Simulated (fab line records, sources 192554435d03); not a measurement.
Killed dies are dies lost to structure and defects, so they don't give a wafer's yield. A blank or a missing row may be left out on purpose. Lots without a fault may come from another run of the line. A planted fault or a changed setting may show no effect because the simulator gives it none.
Problem report in the 8D (eight disciplines) form, filled by code | flow n5_finfet | the parts of the form that need people (team, actions taken, sign-off) are left out

1. THE PROBLEM
killed_at_other at N5_PASSIVATION_PROBE_49 reads a mean of 79.0 on 1 wafer of 1 lot; wafers without a fault read 3.4 with a standard deviation of 2.6. That is +29 standard deviations from the usual mean.
First seen on wafer L800.4, day 17 08:34, on prober-02. The record holds 3 wafers of 1 lot with a number at this step. Rule for "out", or "out of limits": more than 4 standard deviations from the usual mean. The other wafers with a number count as sound.

2. WHAT IT IS AND WHAT IT IS NOT
question                    | is                | is not
which readings at this step | killed_at_other   | killed_at_M0_to_M3, killed_at_M4_up, killed_at_contacts, killed_at_front_end, killed_open, killed_short, sort_bin_6_memory
which lots                  | L800              | -
which wafers of those lots  | L800.4            | L800.2, L800.3
read on which tools         | prober-02         | -
when                        | from day 17 08:34 | up to then (2 sound wafers)

3. SUSPECTS, AND WHAT RULES EACH OUT
Counting: a tool at a process step up to the reading stays a suspect if it ran every lot that is out. Sound lots after the first of them don't rule it out here, since some wafers of a struck lot are sound.
- rie_diel-03 at N5_MIM_BOT_ETCH_STRIP_01 (strips in O2): kept. It ran the lot that is out, L800 (day 16 22:26).
- pecvd-01 at N5_PASSIVATION_PECVD_55 (deposits SiO2 from SiH4/N2O, target thk 400 nm, time 22.5 s): kept. It ran the lot that is out, L800 (day 16 23:01).
- wet_bench-04 at N5_PASSIVATION_STRIP_73 (strips in post etch residue remover, time 60 s): kept. It ran the lot that is out, L800 (day 17 01:38).
- rie_diel-05 at N5_PASSIVATION_DESCUM_32 (chemistry O2, time 7.9 s): kept. It ran the lot that is out, L800 (day 17 03:28).
- prober-02 at N5_PASSIVATION_PROBE_49: kept. It ran the lot that is out, L800 (day 17 08:28). Its own readings are out on those wafers: killed_at_other.
- Within rie_diel-03 at N5_MIM_BOT_ETCH_STRIP_01: the wafers that are out ran in chamber 1; their sound lot-mates ran in chambers 0, 2.
Left after counting: rie_diel-03 at N5_MIM_BOT_ETCH_STRIP_01, pecvd-01 at N5_PASSIVATION_PECVD_55, wet_bench-04 at N5_PASSIVATION_STRIP_73, rie_diel-05 at N5_PASSIVATION_DESCUM_32, prober-02 at N5_PASSIVATION_PROBE_49.

4. THE CAUSE (what the simulator had put in)
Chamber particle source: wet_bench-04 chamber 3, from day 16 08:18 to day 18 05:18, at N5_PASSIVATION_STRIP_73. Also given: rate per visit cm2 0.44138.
Counting left 5 suspects, and this tool is among them.

5. THE CHAIN OF EFFECTS, in route order
Each row: a reading whose mean over the struck wafers that have a number lies more than 3 standard deviations from the usual. Only readings for which the record gives a usual standard deviation are gone through. hours: the time from each lot's start at the first step in this table that gives one to its start at this step, as a median over the lots. sigmas: the change in usual standard deviations.
hours | step                    | reading              | usual  | on struck wafers | change | sigmas
0     | N5_PASSIVATION_PROBE_49 | defect_limited_yield | 91.5 % | 87.5             | -4.0   | -3.1
0     | N5_PASSIVATION_PROBE_49 | killed_at_other      | 3.4    | 79.0             | +75.6  | +29
0     | N5_PASSIVATION_PROBE_49 | killed_dies          | 100    | 148              | +48    | +3.2
0     | N5_PASSIVATION_PROBE_49 | sort_bin_5_function  | 5.0 %  | 8.0              | +3.0   | +3.4
0     | N5_PASSIVATION_PROBE_49 | sort_n_pass          | 1080   | 1032             | -48    | -3.2
0     | N5_PASSIVATION_PROBE_49 | sort_yield_pct       | 91.5 % | 87.5             | -4.0   | -3.1
The process steps in it:
- N5_PASSIVATION_PROBE_49

6. WHAT WOULD HAVE CAUGHT IT SOONER
In this record the first reading out of limits was taken at day 17 08:34, 24 hours after the fault began at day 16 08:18.
All the lots that are out (1) had begun N5_PASSIVATION_STRIP_73 on wet_bench-04 by day 17 08:34. A hold on the tool at that time would have spared none of them.
